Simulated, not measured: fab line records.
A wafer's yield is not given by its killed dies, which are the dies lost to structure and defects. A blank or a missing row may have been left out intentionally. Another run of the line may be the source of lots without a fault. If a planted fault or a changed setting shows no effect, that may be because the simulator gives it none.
Chamber matching -- flow nand_harc -- NHARC_P_M0_DEP_00 on pecvd-04 has 3 sister chambers
The step deposits SiOC, target thk 150 nm. 16 wafers are shown with their chamber, then 8 later ones without.

== WAFERS, EACH WITH ITS CHAMBER ==
wafer,chamber,showerhead_vpp_V (V)
L932.1,2,1621
L932.5,1,1314
L932.6,2,1621
L933.2,0,1533
L933.3,1,1326
L933.4,0,1539
L934.2,1,1325
L934.5,1,1336
L934.6,0,1548
L936.3,0,1566
L936.5,2,1602
L936.6,0,1545
L937.4,0,1562
L937.5,1,1324
L937.6,2,1604
L938.1,1,1338

SIGNATURES (means of the wafers above)
reading,chamber 0,chamber 1,chamber 2,scatter within a chamber
showerhead_vpp_V,1548.83,1327.17,1612.00,10.9
Rule: for each reading, subtract the chamber's mean from the wafer's reading, divide by that reading's scatter and square the result; add these up over the readings and take the root, which gives the wafer's distance from the chamber. The wafer belongs to the nearest chamber; if the next one is less than 2 further off, it can't be placed. How the scatter is found: for the shown wafers, subtract from each reading the mean of its chamber, square and add these, divide the total by (wafers less chambers), then take the root.

== WAFERS MISSING THEIR CHAMBER ==
wafer,showerhead_vpp_V (V)
L938.2,1625
L938.3,1562
L939.3,1612
L939.4,1324
L939.5,1542
L943.1,1544
L943.4,1342
L943.6,1576

== WHICH CHAMBER EACH WENT THROUGH ==
wafer,from the rows above,in truth
L938.2,2,2
L938.3,0,0
L939.3,2,2
L939.4,1,1
L939.5,0,0
L943.1,0,0
L943.4,1,1
L943.6,can't be placed: 0 or 2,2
7 of 8 placed correctly. Can't be placed from these rows: 1 (the true chamber is among the candidates in 1). 0 placed wrongly.
